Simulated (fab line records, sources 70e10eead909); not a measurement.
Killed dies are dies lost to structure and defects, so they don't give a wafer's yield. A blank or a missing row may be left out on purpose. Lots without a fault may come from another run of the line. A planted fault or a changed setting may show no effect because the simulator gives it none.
Which tool did it? | flow nand_harc | 14 lots, 42 wafers sampled, at 5 steps of a route of 1302

WHAT THE GAUGES READ, wafer by wafer
NHARC_THIN_TSV_CD_MEAS_12: target cd 1000 nm. Usual: cd_nm 1000.0 nm, standard deviation 1.9.
lot  | measured     | on        | cd_nm (nm)           | flag
L546 | day 24 12:55 | cd_sem-02 | 1000.2 997.2 998.8   |
L547 | day 24 05:46 | cd_sem-01 | 1000.3 997.9 1000.1  |
L548 | day 24 16:41 | cd_sem-02 | 998.7 995.2 999.1    |
L549 | day 24 11:44 | cd_sem-01 | 1000.6 1000.5 997.1  |
L550 | day 24 23:25 | cd_sem-01 | 1001.9 998.8 999.3   |
L552 | day 25 19:45 | cd_sem-03 | 1000.4 998.8 998.5   |
L555 | day 27 23:59 | cd_sem-01 | 1000.9 1002.1 1000.7 |
L557 | day 28 05:01 | cd_sem-01 | 1002.1 1002.9 1003.3 |
L556 | day 28 06:20 | cd_sem-01 | 1000.1 1000.8 998.3  |
L563 | day 30 19:49 | cd_sem-01 | 999.6                |
L564 | day 31 17:04 | cd_sem-02 | 1003.4 1001.2        |
L566 | day 32 12:11 | cd_sem-01 | 1002.6 1003.5 1002.3 |
L568 | day 32 13:22 | cd_sem-02 | 1001.1 1002.4 1001.6 |
L569 | day 33 13:38 | cd_sem-02 | 1000.5 997.3 997.9   |

NHARC_THIN_TSV_CD_MEAS_16. Usual: cd_nm 999.9 nm, standard deviation 1.9.
lot  | measured     | on        | cd_nm (nm)           | flag
L546 | day 24 13:53 | cd_sem-01 | 1000.2 996.2 999.4   |
L547 | day 24 06:46 | cd_sem-03 | 1000.8 997.8 1000.6  |
L548 | day 24 17:39 | cd_sem-03 | 998.5 994.8 998.9    |
L549 | day 24 12:41 | cd_sem-02 | 1000.1 1001.0 996.9  |
L550 | day 25 00:23 | cd_sem-02 | 1000.7 998.0 998.6   |
L552 | day 25 20:43 | cd_sem-01 | 998.7 998.7 997.1    |
L555 | day 28 00:58 | cd_sem-03 | 1000.7 1002.6 1001.5 |
L557 | day 28 05:58 | cd_sem-03 | 1002.2 1003.8 1002.6 |
L556 | day 28 07:17 | cd_sem-01 | 999.5 1001.2 999.4   |
L563 | day 30 20:47 | cd_sem-03 | 1001.2               |
L564 | day 31 18:03 | cd_sem-03 | 1002.7 1000.8        |
L566 | day 32 13:09 | cd_sem-02 | 1002.3 1003.0 1002.6 |
L568 | day 32 14:19 | cd_sem-02 | 1000.8 1002.2 1002.2 |
L569 | day 33 14:36 | cd_sem-03 | 1000.0 997.5 998.0   |

NHARC_END_SORT_01. Usual: killed_at_array 63, standard deviation 17; killed_at_other 0.8, standard deviation 1.1; killed_at_periphery 3.5, standard deviation 3; killed_dies 67, standard deviation 17; killed_open 3.1, standard deviation 1.6; killed_short 2.6, standard deviation 1.4.
lot  | measured     | on        | killed_at_array | killed_at_other | killed_at_periphery | killed_dies | killed_open | killed_short | flag
L563 | day 31 12:52 | prober-01 | 634 52 638      | 0 1 2           | 7 2 1               | 641 55 641  | 2 3 3       | 4 3 6        | OFF
L564 | day 32 14:59 | prober-01 | 61 638 57       | 0 0 0           | 2 2 1               | 63 640 58   | 6 4 2       | 3 2 4        | OFF
L569 | day 34 04:56 | prober-01 | 47 61           | 2 2             | 12 2                | 61 65       | 4 5         | 1 0          |

WHICH TOOL RAN EACH LOT (tool, then ch and the chambers of the sampled wafers, then the start)
lot  | NHARC_A_CHANNEL_HOLE_D2_DEP_00 | NHARC_THIN_TSV_CMP_01
L546 | acl_dep-03 ch 0, day 13 02:15  | cmp-02 ch 0,1,2, day 24 11:38
L547 | acl_dep-01 ch 0, day 13 16:05  | cmp-04 ch 0,1,2, day 24 04:27
L548 | acl_dep-01 ch 0, day 13 22:08  | cmp-04 ch 1,2,3, day 24 15:20
L549 | acl_dep-02 ch 0, day 14 06:13  | cmp-02 ch 2,3, day 24 10:24
L550 | acl_dep-03 ch 0, day 14 14:30  | cmp-04 ch 1,3, day 24 22:04
L552 | acl_dep-01 ch 0, day 15 05:20  | cmp-04 ch 1,2,3, day 25 18:34
L555 | acl_dep-03 ch 0, day 17 07:13  | cmp-02 ch 0,3, day 27 22:41
L557 | acl_dep-01 ch 0, day 17 14:50  | cmp-03 ch 0,1,2, day 28 03:49
L556 | acl_dep-03 ch 0, day 17 15:30  | cmp-03 ch 1,2,3, day 28 05:02
L563 | acl_dep-01 ch 0, day 20 02:53  | cmp-02 ch 1, day 30 18:34
L564 | acl_dep-01 ch 0, day 20 08:23  | cmp-02 ch 0,2, day 31 15:46
L566 | acl_dep-02 ch 0, day 21 10:23  | cmp-02 ch 1,2, day 32 10:51
L568 | acl_dep-03 ch 0, day 21 23:29  | cmp-04 ch 0,1,2, day 32 12:03
L569 | acl_dep-03 ch 0, day 22 21:35  | cmp-02 ch 0,2, day 33 12:12
- NHARC_A_CHANNEL_HOLE_D2_DEP_00: deposits aC, target thk 3100 nm.
- NHARC_THIN_TSV_CMP_01: polishes.

WHAT THE TOOLS THEMSELVES READ (means of the sampled wafers that have a number; where no wafer has one, the mark that the record gives instead)
NHARC_A_CHANNEL_HOLE_D2_DEP_00. Usual: throttle_valve_pct 35.000 %, standard deviation 0.008.
lot  | tool       | throttle_valve_pct (%) | flag
L546 | acl_dep-03 | 34.993                 |
L547 | acl_dep-01 | 35.006                 |
L548 | acl_dep-01 | 35.003                 |
L549 | acl_dep-02 | 34.993                 |
L550 | acl_dep-03 | 34.998                 |
L552 | acl_dep-01 | 34.995                 |
L555 | acl_dep-03 | 34.998                 |
L557 | acl_dep-01 | 35.000                 |
L556 | acl_dep-03 | 34.994                 |
L563 | acl_dep-01 | 34.996                 |
L564 | acl_dep-01 | 35.002                 |
L566 | acl_dep-02 | 35.002                 |
L568 | acl_dep-03 | 34.999                 |
L569 | acl_dep-03 | 34.998                 |

NHARC_THIN_TSV_CMP_01. Usual: motor_current_A 12.8 A, standard deviation 1.8.
lot  | tool   | motor_current_A (A) | flag
L546 | cmp-02 | 15.4                |
L547 | cmp-04 | 12.5                |
L548 | cmp-04 | 12.5                |
L549 | cmp-02 | 13.9                |
L550 | cmp-04 | 12.3                |
L552 | cmp-04 | 12.4                |
L555 | cmp-02 | 13.4                |
L557 | cmp-03 | 12.0                |
L556 | cmp-03 | 12.1                |
L563 | cmp-02 | 14.9                |
L564 | cmp-02 | 15.7                |
L566 | cmp-02 | 15.2                |
L568 | cmp-04 | 12.6                |
L569 | cmp-02 | 15.5                |

THE ANSWER, worked out from the rows above alone
Rule: a lot is off if the mean of its wafers that have a number lies more than 3 standard deviations from the usual mean. A lot without any number at a reading at which 4 lots or more have one is off too. The other lots that the step has rows for count as sound. The gauges are gone through in route order, then the tools' own readings, and for those a lot's mean is taken as printed above. The first step at which some lot is off is used, and at that step the reading that is off furthest; a lot without a number counts as furthest.
Off: L563, L564, at NHARC_END_SORT_01 (killed_dies). Neither off nor sound, because the step has no rows for them: L546, L547, L548, L549, L550, L552, L555, L557, L556, L566, L568.
A tool fits if, at a process step before that reading, it ran every lot that is off, and no sound lot after the first of them. The gauges at NHARC_END_SORT_01 are tried like those tools. One fits: acl_dep-01 at NHARC_A_CHANNEL_HOLE_D2_DEP_00. It ran no sound lot before its first lot that is off in this sample, so the start can't be narrowed down.

WHAT THE SIMULATOR HAD PUT IN
Process parameter drift: acl_dep-01, from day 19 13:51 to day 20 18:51, at NHARC_A_CHANNEL_HOLE_D2_DEP_00. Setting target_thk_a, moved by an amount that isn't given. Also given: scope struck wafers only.
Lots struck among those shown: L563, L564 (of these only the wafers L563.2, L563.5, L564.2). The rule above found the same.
